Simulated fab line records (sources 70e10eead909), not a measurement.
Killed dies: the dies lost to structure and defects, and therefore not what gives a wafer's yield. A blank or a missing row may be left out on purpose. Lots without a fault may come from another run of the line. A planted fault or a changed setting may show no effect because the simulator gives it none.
A struck lot beside a sound one || flow nand-harc || 12 out of 1302 route steps
Sound: wafers L943.2, L943.5, L943.6. Struck: wafers L951.1, L951.6. (L951.2 of the same lot was not struck and is left out.) The cause comes at the end.
Order at every step that has rows: each side's tool, ch and its chambers, its first start. Under that, the readings that differ: sound wafers || struck wafers || difference of the means || sigmas: that difference in standard deviations of wafers without a fault.
alike: readings whose means differ by less than 2 such deviations, and words and numbers that are the same on both sides. not compared: withheld readings, readings that some wafer has no value for, bounds like >300 that may hide the same value, and numbers for which the record gives no deviation and whose values overlap.
Wherever a step has rows on one side only, a row that says differs or no value, or a row with sigmas, the two part there. Numbers that have no deviation but don't overlap get no sigmas and don't part them. Lack of a reading on every wafer of one side parts them only where that side has two or more wafers.

NHARC_A_CHANNEL_FILL_D1_ALD_25: deposits SiOx, target thk 60 nm, pulse time 10 s, ald cycles 600.
  sound on ald-hk-01 ch 1,2, day 13 21:04; struck on ald-hk-01 ch 2, day 17 05:50
  alike: heater-power-w, precursor-pulse-height-rel
NHARC_A_CHANNEL_FILL_D1_ETCHBACK_08: etches the open film in C4F8, target depth 220 nm, time 110 s.
  sound: rie-diel-10 ch 0,1; struck: rie-diel-04 ch 2,3
  alike: oes-product-au, rf-fwd-power-W, rf-vpp-V
  not compared: rf-hours-counter-h
NHARC_A_CHANNEL_FILL_D1_STRIP_29: strips in O2, time 20 s.
  sound: rie-diel-10 ch 1,2; struck: rie-diel-04 ch 1,3
  alike: drypump-motor-current-A, o2-flow-sccm, oes-product-au, rf-vpp-V, showerhead-plenum-p-Torr, throttle-valve-pct
  not compared: rf-hours-counter-h
then, 3 steps without rows for these wafers: NHARC_A_CHANNEL_FILL_D1_PRECLEAN_30 (cleans in dHF, time 30 s); NHARC_A_CHANNEL_FILL_D1_SRD_31; NHARC_A_CHANNEL_FILL_D1_CVD_09 (deposits poly-Si, target thk 150 nm, time 3000 s).
NHARC_A_CHANNEL_FILL_D1_CMP_10: polishes, target thk 150 nm.
  sound on cmp-03 ch 0,1,3, day 14 09:07; struck on cmp-03 ch 0,2, day 17 16:35
{"reading": "slurry-filter-dp-kPa (kPa)", "sound": "13.64 13.60 13.64", "struck": "13.35 13.32", "difference": -0.29, "sigmas": -2}
  alike: motor-current-A, time-to-endpoint-s
after that, 1 step had no rows for these wafers: NHARC_A_CHANNEL_FILL_D1_SRD_12.
NHARC_A_CHANNEL_FILL_D1_INSPECT_13:
  sound on defect-inspect-01, day 14 09:29; struck on defect-inspect-01, day 17 17:00
  alike: raw-defect-count
NHARC_A_DECK1_JOINT_ETCHBACK_07: etches the open film in HBr, target depth 105 nm, time 26.9 s.
  sound on rie-si-01 ch 0,1,2, day 14 09:35; struck on rie-si-01 ch 0,2, day 17 17:05
{"reading": "oes-product-au (a.u.)", "sound": "1.003 1.030 1.015", "struck": "1.353 1.346", "difference": "+0.333", "sigmas": "+28"}
  alike: drypump-motor-current-A, hbr-flow-sccm, rf-fwd-power-W, throttle-valve-pct
  not compared: rf-hours-counter-h
then, 1 step without rows for these wafers: NHARC_A_DECK1_JOINT_ETCH_25 (etches SiO2 in dHF, target depth 0.5 nm).
-- record jumps: 13 days between struck wafers' starts before vs after; left off in module A_DECK1_JOINT, resumes in module END, first step shown is number 1302 of the route --
NHARC_END_SORT_01:
  only the struck wafers appear in the record here, on prober-02 ch 0 at day 30 18:48; the sound ones have no rows

## WHERE THEY PART
Earliest at NHARC_A_CHANNEL_FILL_D1_CMP_10; latest, in this record, at NHARC_END_SORT_01.

WHY: the cause the simulator had injected
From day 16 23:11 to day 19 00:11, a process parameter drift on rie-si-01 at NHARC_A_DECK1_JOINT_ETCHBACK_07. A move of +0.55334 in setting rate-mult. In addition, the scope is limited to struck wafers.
